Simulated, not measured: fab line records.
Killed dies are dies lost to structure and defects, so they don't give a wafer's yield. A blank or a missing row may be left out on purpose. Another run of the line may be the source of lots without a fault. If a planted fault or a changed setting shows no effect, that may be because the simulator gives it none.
Matching of chambers | flow n5-finfet | 4 sister chambers for N5_BEOL_M10_DESCUM_33 on rie-diel-04
The step chemistry O2, time 7.9 s. 8 wafers are shown with their chamber, then 12 later ones without.

== EACH WAFER AND ITS CHAMBER ==
wafer  | chamber | drypump-motor-current-A (A) | showerhead-plenum-p-Torr (Torr)
L078.4 | 3       | 5.7                         | 1.97
L082.5 | 0       | 5.9                         | 1.96
L083.1 | 3       | 5.6                         | 1.96
L083.2 | 1       | 5.3                         | 2.14
L083.5 | 1       | 5.3                         | 2.14
L085.2 | 0       | 5.9                         | 1.96
L085.4 | 2       | 4.8                         | 2.04
L085.6 | 2       | 4.8                         | 2.04

== WAFERS WITHOUT THEIR CHAMBER ==
wafer  | drypump-motor-current-A (A) | showerhead-plenum-p-Torr (Torr)
L088.2 | 5.8                         | 1.96
L088.5 | 5.6                         | 1.96
L088.6 | 4.8                         | 2.04
L090.2 | 5.9                         | 1.96
L090.3 | 5.6                         | 1.96
L090.4 | 4.8                         | 2.04
L094.4 | 4.8                         | 2.03
L094.5 | 5.9                         | 1.95
L094.6 | 5.3                         | 2.13
L097.4 | 5.8                         | 2.21
L097.5 | 4.8                         | 2.03
L097.6 | 5.3                         | 2.13

== WHICH CHAMBER EACH ONE RAN IN ==
wafer  | from the rows above     | in truth
L088.2 | can't be placed: 0 or 3 | 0
L088.5 | 3                       | 3
L088.6 | 2                       | 2
L090.2 | 0                       | 0
L090.3 | 3                       | 3
L090.4 | 2                       | 2
L094.4 | 2                       | 2
L094.5 | 0                       | 0
L094.6 | 1                       | 1
L097.4 | 1                       | 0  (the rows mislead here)
L097.5 | 2                       | 2
L097.6 | 1                       | 1
10 of 12 placed correctly. Cannot be placed on the basis of these rows: 1; the candidates contain the true chamber in 1. Placed wrongly: 1.
How it was worked out, from the rows above alone: a wafer's distance from a chamber is the root of the sum, over the readings, of the square of ((its reading less the chamber's mean) divided by the reading's scatter). The wafer belongs to the nearest chamber; if the next one is less than 2 further off, it can't be placed. Each chamber's mean is taken over the wafers shown for it. The scatter is the square root of a quotient: the sum, over the shown wafers, of each reading's squared deviation from its chamber's mean, divided by wafers minus chambers.
